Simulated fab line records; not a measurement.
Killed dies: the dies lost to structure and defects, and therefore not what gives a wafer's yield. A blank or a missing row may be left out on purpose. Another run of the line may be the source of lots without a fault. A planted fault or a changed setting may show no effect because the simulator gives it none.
Chamber matching ; flow n5Finfet ; rieDiel-06 running N5_BEOL_M12_TRENCH_ETCH_34: 4 sister chambers
The step etches SiOC in C4F8/O2/Ar, target depth 318.95 nm, time 125.5 s. 4 wafers are shown with their chamber, then 12 later ones without.

== WAFERS PAIRED WITH THEIR CHAMBERS ==
wafer;chamber;drypumpMotorCurrentA (A)
L091.1;2;5.2
L093.1;3;5.8
L093.2;1;6.1
L093.3;0;6.2

== WAFERS WHOSE CHAMBER IS MISSING ==
wafer;drypumpMotorCurrentA (A)
L093.4;5.1
L093.5;6.1
L093.6;6.2
L092.2;5.8
L092.3;5.2
L092.4;6.2
L097.1;6.1
L097.2;5.1
L097.3;6.1
L097.4;5.8
L097.5;5.8
L097.6;6.2

== THE CHAMBER EACH PASSED THROUGH ==
wafer;from the rows above;in truth
L093.4;2;2
L093.5;1;1
L093.6;0;0
L092.2;3;3
L092.3;2;2
L092.4;0;0
L097.1;1;1
L097.2;2;2
L097.3;1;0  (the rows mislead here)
L097.4;3;3
L097.5;3;3
L097.6;0;0
11 of 12 placed correctly. Number that these rows cannot place: 0. 1 placed wrongly.
How it was worked out, from the rows above alone: a wafer's distance from a chamber is the root of the sum, over the readings, of the square of ((its reading less the chamber's mean) divided by the reading's scatter). The wafer belongs to the nearest chamber; if the next one is less than 2 further off, it can't be placed. The mean given for a chamber averages the wafers shown for that chamber. The scatter: root of mean squared gap, hidden wafer to nearest shown wafer, with one shown wafer a chamber.
